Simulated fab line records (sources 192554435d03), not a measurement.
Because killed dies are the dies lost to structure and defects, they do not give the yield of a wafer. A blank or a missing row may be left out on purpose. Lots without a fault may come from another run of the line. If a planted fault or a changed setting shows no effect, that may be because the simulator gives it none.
Chamber matching | flow n5-finfet | N5_STI_FIN_REVEAL_CMP_04 on cmp-03 has 4 sister chambers
The step polishes, stops on Si3N4, t overpolish 4 s, target thk 131.83 nm. 4 wafers are shown with their chamber, then 7 later ones without.

WAFERS WITH THEIR CHAMBER
wafer  | chamber | motor-current-A (A)
L076.3 | 1       | 7.5
L082.5 | 3       | 10.1
L084.2 | 2       | 8.4
L084.3 | 0       | 8.2

WAFERS WITH NO CHAMBER GIVEN
wafer  | motor-current-A (A)
L084.6 | 8.3
L092.1 | 8.0
L092.2 | 7.9
L092.3 | 7.6
L096.2 | 8.1
L096.4 | 8.3
L096.6 | 7.0

EACH ONE'S CHAMBER
wafer  | from the rows above          | in truth
L084.6 | can't be placed: 2 or 0      | 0
L092.1 | can't be placed: 0 or 2 or 1 | 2
L092.2 | can't be placed: 0 or 1 or 2 | 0
L092.3 | 1                            | 1
L096.2 | can't be placed: 0 or 2      | 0
L096.4 | can't be placed: 2 or 0      | 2
L096.6 | 1                            | 1
2 of 7 placed correctly. Cannot be placed on the basis of these rows: 5; the candidates contain the true chamber in 5. Placed wrongly: 0.
How it was worked out, from the rows above alone: a wafer's distance from a chamber is the root of the sum, over the readings, of the square of ((its reading less the chamber's mean) divided by the reading's scatter). If the next closest chamber is less than 2 further off than the closest, the wafer can't be placed; otherwise it belongs to the closest. Each chamber's mean is taken over the wafers shown for it. The scatter (one wafer shown for each chamber): square how far every hidden wafer sits from the nearest shown wafer, average those squares and take the square root.
